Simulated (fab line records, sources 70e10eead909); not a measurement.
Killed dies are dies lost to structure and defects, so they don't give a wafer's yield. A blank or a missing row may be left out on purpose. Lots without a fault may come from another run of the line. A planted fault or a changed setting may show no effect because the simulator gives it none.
Chamber matching | flow nand_harc | NHARC_A_STAIRCASE_DEP_151 on pecvd-03: 3 sister chambers
The step deposits SiO2, target thk 7200 nm. 16 wafers are shown with their chamber, then 8 later ones without.

WAFERS WITH THEIR CHAMBER
wafer  | chamber | heater_power_w (W)
L074.2 | 0       | 648
L074.4 | 1       | 546
L074.6 | 0       | 574
L076.1 | 0       | 686
L076.2 | 1       | 639
L076.3 | 2       | 737
L079.1 | 0       | 658
L079.2 | 2       | 741
L079.6 | 0       | 575
L085.1 | 2       | 743
L085.4 | 2       | 657
L085.6 | 0       | 588
L089.3 | 0       | 735
L089.4 | 2       | 635
L089.6 | 0       | 568
L090.2 | 1       | 727

SIGNATURES (means of the wafers above)
reading        | chamber 0 | chamber 1 | chamber 2 | scatter within a chamber
heater_power_w | 629.00    | 637.33    | 702.60    | 64.7
Rule: a wafer's distance from a chamber is the root of the sum, over the readings, of the square of ((its reading less the chamber's mean) divided by the reading's scatter). The wafer belongs to the nearest chamber; if the next one is less than 2 further off, it can't be placed. The scatter: the root of (the sum of the squares of (reading less its chamber's mean) over the shown wafers, divided by (wafers less chambers)).

WAFERS WITHOUT THEIR CHAMBER
wafer  | heater_power_w (W)
L090.3 | 676
L090.6 | 569
L094.1 | 612
L094.5 | 586
L094.6 | 563
L095.1 | 723
L095.4 | 618
L095.6 | 588

WHICH CHAMBER EACH WENT THROUGH
wafer  | from the rows above          | in truth
L090.3 | can't be placed: 2 or 1 or 0 | 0
L090.6 | can't be placed: 0 or 1 or 2 | 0
L094.1 | can't be placed: 0 or 1 or 2 | 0
L094.5 | can't be placed: 0 or 1 or 2 | 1
L094.6 | can't be placed: 0 or 1 or 2 | 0
L095.1 | can't be placed: 2 or 1 or 0 | 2
L095.4 | can't be placed: 0 or 1 or 2 | 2
L095.6 | can't be placed: 0 or 1 or 2 | 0
Placed correctly: 0 of 8. Can't be placed from these rows: 8 (the true chamber is among the candidates in 8). Placed wrongly: 0.
